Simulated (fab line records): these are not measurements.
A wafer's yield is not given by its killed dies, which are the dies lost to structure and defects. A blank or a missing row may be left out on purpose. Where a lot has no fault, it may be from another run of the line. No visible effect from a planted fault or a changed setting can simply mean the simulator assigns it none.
Chamber matching | flow nand-harc | NHARC_A_CHANNEL_HOLE_D1_DESCUM_15 on rie-diel-06: 4 sister chambers
The step chemistry O2, time 3 s. 4 wafers are shown with their chamber, then 9 later ones without.

== WAFERS PAIRED WITH THEIR CHAMBERS ==
wafer  | chamber | showerhead-plenum-p-Torr (Torr)
L083.3 | 0       | 1.80
L083.4 | 1       | 1.79
L086.1 | 3       | 1.79
L086.6 | 2       | 1.90

== WAFERS MISSING THEIR CHAMBER ==
wafer  | showerhead-plenum-p-Torr (Torr)
L089.4 | 1.79
L089.5 | 1.79
L089.6 | 1.80
L093.2 | 1.78
L093.3 | 1.89
L093.6 | 1.78
L097.1 | 1.79
L097.3 | 1.77
L097.4 | 1.89

== THE CHAMBER EACH PASSED THROUGH ==
wafer  | from the rows above          | in truth
L089.4 | can't be placed: 1 or 3 or 0 | 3
L089.5 | can't be placed: 1 or 3 or 0 | 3
L089.6 | can't be placed: 0 or 1 or 3 | 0
L093.2 | can't be placed: 1 or 3 or 0 | 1
L093.3 | 2                            | 2
L093.6 | can't be placed: 1 or 3 or 0 | 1
L097.1 | can't be placed: 1 or 3 or 0 | 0
L097.3 | can't be placed: 1 or 3 or 0 | 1
L097.4 | 2                            | 2
2 of 9 placed correctly. Unplaceable from these rows: 7, with the true chamber sitting among the candidates in 7. 0 placed wrongly.
How it was worked out, from the rows above alone: a wafer's distance from a chamber is the root of the sum, over the readings, of the square of ((its reading less the chamber's mean) divided by the reading's scatter). If the next closest chamber is less than 2 further off than the closest, the wafer can't be placed; otherwise it belongs to the closest. A chamber's mean is the mean of its shown wafers. The scatter: with one shown wafer a chamber, the root of the mean of the squares of how far each hidden wafer lies from its nearest shown one.
